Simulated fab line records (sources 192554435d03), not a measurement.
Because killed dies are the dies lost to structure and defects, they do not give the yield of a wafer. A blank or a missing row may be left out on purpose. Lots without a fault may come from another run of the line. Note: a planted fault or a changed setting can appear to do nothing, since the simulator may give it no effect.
Chamber matching || flow n5Finfet || N5_BEOL_M2_ETCH_69 on rieDiel-02: 4 sister chambers
The step etches SiARC in CF4, target depth 15.6 nm, time 26 s. 27 wafers are shown with their chamber, then 12 later ones without.

== WAFERS PAIRED WITH THEIR CHAMBERS ==
{"wafer": "L076.3", "chamber": 1, "etchRfOnTimeS (s)": 25.5, "showerheadPlenumPTorr (Torr)": 2.03, "oesProductAu (a.u.)": 0.59}
{"wafer": "L076.4", "chamber": 3, "etchRfOnTimeS (s)": 26.6, "showerheadPlenumPTorr (Torr)": 2.21, "oesProductAu (a.u.)": 0.60}
{"wafer": "L076.5", "chamber": 2, "etchRfOnTimeS (s)": 25.8, "showerheadPlenumPTorr (Torr)": 2.05, "oesProductAu (a.u.)": 0.64}
{"wafer": "L077.3", "chamber": 1, "etchRfOnTimeS (s)": 25.7, "showerheadPlenumPTorr (Torr)": 2.03, "oesProductAu (a.u.)": 0.60}
{"wafer": "L077.5", "chamber": 0, "etchRfOnTimeS (s)": 25.2, "showerheadPlenumPTorr (Torr)": 2.18, "oesProductAu (a.u.)": 0.77}
{"wafer": "L077.6", "chamber": 3, "etchRfOnTimeS (s)": 26.9, "showerheadPlenumPTorr (Torr)": 2.21, "oesProductAu (a.u.)": 0.60}
{"wafer": "L083.1", "chamber": 0, "etchRfOnTimeS (s)": 25.6, "showerheadPlenumPTorr (Torr)": 2.17, "oesProductAu (a.u.)": 0.74}
{"wafer": "L083.4", "chamber": 1, "etchRfOnTimeS (s)": 25.5, "showerheadPlenumPTorr (Torr)": 2.02, "oesProductAu (a.u.)": 0.59}
{"wafer": "L083.6", "chamber": 0, "etchRfOnTimeS (s)": 25.7, "showerheadPlenumPTorr (Torr)": 2.17, "oesProductAu (a.u.)": 0.75}
{"wafer": "L084.1", "chamber": 1, "etchRfOnTimeS (s)": 25.6, "showerheadPlenumPTorr (Torr)": 2.02, "oesProductAu (a.u.)": 0.59}
{"wafer": "L084.3", "chamber": 0, "etchRfOnTimeS (s)": 25.3, "showerheadPlenumPTorr (Torr)": 2.17, "oesProductAu (a.u.)": 0.75}
{"wafer": "L084.4", "chamber": 2, "etchRfOnTimeS (s)": 25.7, "showerheadPlenumPTorr (Torr)": 2.05, "oesProductAu (a.u.)": 0.63}
{"wafer": "L085.3", "chamber": 1, "etchRfOnTimeS (s)": 25.7, "showerheadPlenumPTorr (Torr)": 2.02, "oesProductAu (a.u.)": 0.59}
{"wafer": "L085.5", "chamber": 3, "etchRfOnTimeS (s)": 27.2, "showerheadPlenumPTorr (Torr)": 2.20, "oesProductAu (a.u.)": 0.59}
{"wafer": "L085.6", "chamber": 2, "etchRfOnTimeS (s)": 25.9, "showerheadPlenumPTorr (Torr)": 2.05, "oesProductAu (a.u.)": 0.63}
{"wafer": "L086.1", "chamber": 1, "etchRfOnTimeS (s)": 25.7, "showerheadPlenumPTorr (Torr)": 2.02, "oesProductAu (a.u.)": 0.58}
{"wafer": "L086.2", "chamber": 2, "etchRfOnTimeS (s)": 26.0, "showerheadPlenumPTorr (Torr)": 2.05, "oesProductAu (a.u.)": 0.63}
{"wafer": "L086.4", "chamber": 0, "etchRfOnTimeS (s)": 25.8, "showerheadPlenumPTorr (Torr)": 2.17, "oesProductAu (a.u.)": 0.74}
{"wafer": "L090.3", "chamber": 0, "etchRfOnTimeS (s)": 25.4, "showerheadPlenumPTorr (Torr)": 2.17, "oesProductAu (a.u.)": 0.74}
{"wafer": "L090.4", "chamber": 0, "etchRfOnTimeS (s)": 25.6, "showerheadPlenumPTorr (Torr)": 2.17, "oesProductAu (a.u.)": 0.73}
{"wafer": "L090.6", "chamber": 3, "etchRfOnTimeS (s)": 27.1, "showerheadPlenumPTorr (Torr)": 2.20, "oesProductAu (a.u.)": 0.58}
{"wafer": "L091.1", "chamber": 1, "etchRfOnTimeS (s)": 25.2, "showerheadPlenumPTorr (Torr)": 2.27, "oesProductAu (a.u.)": 0.84}
{"wafer": "L091.2", "chamber": 3, "etchRfOnTimeS (s)": 27.0, "showerheadPlenumPTorr (Torr)": 2.20, "oesProductAu (a.u.)": 0.58}
{"wafer": "L091.3", "chamber": 0, "etchRfOnTimeS (s)": 25.5, "showerheadPlenumPTorr (Torr)": 2.16, "oesProductAu (a.u.)": 0.73}
{"wafer": "L091.4", "chamber": 2, "etchRfOnTimeS (s)": 25.6, "showerheadPlenumPTorr (Torr)": 2.04, "oesProductAu (a.u.)": 0.62}
{"wafer": "L091.5", "chamber": 3, "etchRfOnTimeS (s)": 27.2, "showerheadPlenumPTorr (Torr)": 2.20, "oesProductAu (a.u.)": 0.58}
{"wafer": "L091.6", "chamber": 0, "etchRfOnTimeS (s)": 25.3, "showerheadPlenumPTorr (Torr)": 2.16, "oesProductAu (a.u.)": 0.73}

SIGNATURES (averages over the wafers above)
{"reading": "etchRfOnTimeS", "chamber 0": 25.489, "chamber 1": 25.557, "chamber 2": 25.800, "chamber 3": 27.000, "scatter within a chamber": 0.196}
{"reading": "showerheadPlenumPTorr", "chamber 0": 2.1689, "chamber 1": 2.0586, "chamber 2": 2.0480, "chamber 3": 2.2033, "scatter within a chamber": 0.0479}
{"reading": "oesProductAu", "chamber 0": 0.7422, "chamber 1": 0.6257, "chamber 2": 0.6300, "chamber 3": 0.5883, "scatter within a chamber": 0.0493}
Rule: distance of a wafer from a chamber = root of the sum over the readings of ((wafer's reading minus chamber's mean) / reading's scatter) squared. If the next closest chamber is less than 2 further off than the closest, the wafer can't be placed; otherwise it belongs to the closest. How the scatter is found: for the shown wafers, subtract from each reading the mean of its chamber, square and add these, divide the total by (wafers less chambers), then take the root.

== WAFERS MISSING THEIR CHAMBER ==
{"wafer": "L093.4", "etchRfOnTimeS (s)": 24.7, "showerheadPlenumPTorr (Torr)": 2.27, "oesProductAu (a.u.)": 0.83}
{"wafer": "L093.5", "etchRfOnTimeS (s)": 25.4, "showerheadPlenumPTorr (Torr)": 2.16, "oesProductAu (a.u.)": 0.73}
{"wafer": "L093.6", "etchRfOnTimeS (s)": 25.0, "showerheadPlenumPTorr (Torr)": 2.27, "oesProductAu (a.u.)": 0.83}
{"wafer": "L094.1", "etchRfOnTimeS (s)": 25.9, "showerheadPlenumPTorr (Torr)": 2.04, "oesProductAu (a.u.)": 0.62}
{"wafer": "L094.3", "etchRfOnTimeS (s)": 25.1, "showerheadPlenumPTorr (Torr)": 2.27, "oesProductAu (a.u.)": 0.82}
{"wafer": "L094.5", "etchRfOnTimeS (s)": 26.0, "showerheadPlenumPTorr (Torr)": 2.16, "oesProductAu (a.u.)": 0.71}
{"wafer": "L095.3", "etchRfOnTimeS (s)": 25.4, "showerheadPlenumPTorr (Torr)": 2.16, "oesProductAu (a.u.)": 0.73}
{"wafer": "L095.4", "etchRfOnTimeS (s)": 24.9, "showerheadPlenumPTorr (Torr)": 2.27, "oesProductAu (a.u.)": 0.82}
{"wafer": "L095.5", "etchRfOnTimeS (s)": 25.8, "showerheadPlenumPTorr (Torr)": 2.04, "oesProductAu (a.u.)": 0.62}
{"wafer": "L096.3", "etchRfOnTimeS (s)": 25.2, "showerheadPlenumPTorr (Torr)": 2.27, "oesProductAu (a.u.)": 0.81}
{"wafer": "L096.5", "etchRfOnTimeS (s)": 25.8, "showerheadPlenumPTorr (Torr)": 2.04, "oesProductAu (a.u.)": 0.62}
{"wafer": "L096.6", "etchRfOnTimeS (s)": 26.7, "showerheadPlenumPTorr (Torr)": 2.19, "oesProductAu (a.u.)": 0.58}

== WHICH CHAMBER EACH ONE RAN IN ==
{"wafer": "L093.4", "from the rows above": 0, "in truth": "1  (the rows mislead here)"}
{"wafer": "L093.5", "from the rows above": 0, "in truth": 0}
{"wafer": "L093.6", "from the rows above": 0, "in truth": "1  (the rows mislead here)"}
{"wafer": "L094.1", "from the rows above": "can't be placed: 2 or 1", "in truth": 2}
{"wafer": "L094.3", "from the rows above": 0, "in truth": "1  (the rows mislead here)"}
{"wafer": "L094.5", "from the rows above": "can't be placed: 0 or 2 or 1", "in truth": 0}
{"wafer": "L095.3", "from the rows above": 0, "in truth": 0}
{"wafer": "L095.4", "from the rows above": 0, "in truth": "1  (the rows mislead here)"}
{"wafer": "L095.5", "from the rows above": "can't be placed: 2 or 1", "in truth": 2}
{"wafer": "L096.3", "from the rows above": 0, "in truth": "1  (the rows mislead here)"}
{"wafer": "L096.5", "from the rows above": "can't be placed: 2 or 1", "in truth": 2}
{"wafer": "L096.6", "from the rows above": 3, "in truth": 3}
Correct placement for 3 of the 12. Cannot be placed on the basis of these rows: 4; the candidates contain the true chamber in 4. Number placed wrongly: 5.
